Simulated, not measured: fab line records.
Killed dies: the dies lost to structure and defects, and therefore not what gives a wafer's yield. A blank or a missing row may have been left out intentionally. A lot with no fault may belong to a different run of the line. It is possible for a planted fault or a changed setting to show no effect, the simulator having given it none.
Which of the tools did it? | flow n5_finfet | 11 lots, 33 wafers sampled, at 2 steps of a route of 1938

WHAT EACH GAUGE READ, for each wafer
N5_BEOL_M9_CD_MEAS_35: target cd 70 nm, target cd y 40 nm.
lot  | measured     | on        | cd_nm (nm)
L075 | day 12 17:09 | cd_sem-02 | 70.3 69.6 69.0
L077 | day 13 08:06 | cd_sem-01 | 69.8 69.2 70.5
L080 | day 14 00:25 | cd_sem-02 | 70.2 70.8 70.8
L083 | day 14 09:19 | cd_sem-01 | 69.9 69.4 69.6
L084 | day 14 15:33 | cd_sem-03 | 69.7 69.6 70.4
L086 | day 15 04:31 | cd_sem-02 | 70.2 69.8 70.3
L088 | day 15 17:47 | cd_sem-03 | 69.6 70.9 70.4
L089 | day 16 00:02 | cd_sem-02 | 70.4 69.5 69.8
L091 | day 16 09:46 | cd_sem-03 | 71.1 70.8 70.7
L097 | day 17 16:26 | cd_sem-01 | 70.5 70.5 70.5
L094 | day 18 10:30 | cd_sem-02 | 70.3 69.5 69.2

WHICH TOOL RAN EACH LOT (tool, then ch and the chambers of the sampled wafers, then the start)
lot  | N5_BEOL_M9_ETCH_41
L075 | rie_diel-03 ch 0,1, day 12 17:09 or earlier
L077 | rie_diel-06 ch 2,3, day 13 08:06 or earlier
L080 | rie_diel-01 ch 1,2,3, day 14 00:25 or earlier
L083 | rie_diel-06 ch 0,2,3, day 14 09:19 or earlier
L084 | rie_diel-03 ch 0,3, day 14 15:33 or earlier
L086 | rie_diel-06 ch 0,1, day 15 04:31 or earlier
L088 | rie_diel-03 ch 0,1, day 15 17:47 or earlier
L089 | rie_diel-06 ch 1,3, day 16 00:02 or earlier
L091 | rie_diel-06 ch 0,1,3, day 16 09:46 or earlier
L097 | rie_diel-01 ch 0,1, day 17 16:26 or earlier
L094 | rie_diel-01 ch 1,3, day 18 10:30 or earlier
- N5_BEOL_M9_ETCH_41: etches SiCN in CH3F/O2, target depth 36.6 nm, time 70.1 s.

THE ANSWER, worked out from the rows above alone
Rule: what is usual is taken from the lots themselves. The widest of any qualifying gaps counts: lots, ordered by their means at a reading, are off when they make up no more than a third of the lots, leave a main group of 4 or more, and stand apart from it by 3 or more times the standard deviation of that group's means. A main group whose means are all the same, to the digits that the tables above print for the reading, isn't used. A lot without any number at a reading at which 4 lots or more have one is off too. The other lots that the step has rows for count as sound.
None of the lots is off at any reading shown; this tells nothing.

WHAT THE SIMULATOR HAD PUT IN
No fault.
